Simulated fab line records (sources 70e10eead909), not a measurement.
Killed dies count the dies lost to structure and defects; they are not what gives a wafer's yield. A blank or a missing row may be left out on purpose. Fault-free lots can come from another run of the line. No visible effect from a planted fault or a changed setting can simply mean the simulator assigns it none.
Chamber matching | flow nand_harc | 4 sister chambers for NHARC_P_M0_STRIP_18 on rie_diel-09
The step strips in N2/H2. 16 wafers are shown with their chamber, then 8 later ones without.

## WAFERS WITH THEIR CHAMBER
wafer  | chamber | showerhead_plenum_p_Torr (Torr) | drypump_motor_current_A (A) | throttle_valve_pct (%)
L276.2 | 3       | 2.02                            | 5.5                         | 14.179
L276.5 | 0       | 2.14                            | 5.7                         | 14.178
L276.6 | 1       | 2.05                            | 5.2                         | 14.175
L281.2 | 0       | 2.14                            | 5.7                         | 14.171
L281.5 | 1       | 2.05                            | 5.3                         | 14.166
L281.6 | 0       | 2.14                            | 5.7                         | 14.173
L284.2 | 0       | 2.14                            | 5.7                         | 14.183
L284.3 | 1       | 2.05                            | 5.3                         | 14.179
L284.4 | 2       | 1.99                            | 5.9                         | 14.182
L292.2 | 3       | 2.01                            | 5.4                         | 14.173
L292.4 | 2       | 1.99                            | 5.9                         | 14.173
L292.5 | 3       | 2.01                            | 5.4                         | 14.165
L293.2 | 3       | 2.01                            | 5.5                         | 14.165
L293.3 | 2       | 1.99                            | 5.9                         | 14.176
L293.5 | 2       | 1.99                            | 5.9                         | 14.176
L297.2 | 2       | 1.99                            | 5.9                         | 14.181

SIGNATURES (means of the wafers above)
reading                  | chamber 0 | chamber 1 | chamber 2 | chamber 3 | scatter within a chamber
showerhead_plenum_p_Torr | 2.1400    | 2.0500    | 1.9900    | 2.0125    | 0.0025
drypump_motor_current_A  | 5.700     | 5.267     | 5.900     | 5.450     | 0.0373
throttle_valve_pct       | 14.17625  | 14.17333  | 14.17760  | 14.17050  | 0.00556
Rule: a wafer's distance from a chamber is the root of the sum, over the readings, of the square of ((its reading less the chamber's mean) divided by the reading's scatter). If the next closest chamber is less than 2 further off than the closest, the wafer can't be placed; otherwise it belongs to the closest. The scatter is the square root of a quotient: the sum, over the shown wafers, of each reading's squared deviation from its chamber's mean, divided by wafers minus chambers.

## WAFERS WHOSE CHAMBER IS MISSING
wafer  | showerhead_plenum_p_Torr (Torr) | drypump_motor_current_A (A) | throttle_valve_pct (%)
L297.3 | 2.14                            | 5.7                         | 14.166
L297.6 | 2.14                            | 5.7                         | 14.173
L296.1 | 2.14                            | 5.7                         | 14.170
L296.4 | 1.99                            | 5.9                         | 14.161
L296.5 | 2.01                            | 5.5                         | 14.179
L298.2 | 1.99                            | 5.9                         | 14.179
L298.3 | 2.01                            | 5.5                         | 14.158
L298.4 | 2.05                            | 5.3                         | 14.162

## EACH ONE'S CHAMBER
wafer  | from the rows above | in truth
L297.3 | 0                   | 0
L297.6 | 0                   | 0
L296.1 | 0                   | 0
L296.4 | 2                   | 2
L296.5 | 3                   | 3
L298.2 | 2                   | 2
L298.3 | 3                   | 3
L298.4 | 1                   | 1
Correct placement for 8 of the 8. From these rows, 0 cannot be placed. 0 placed wrongly.
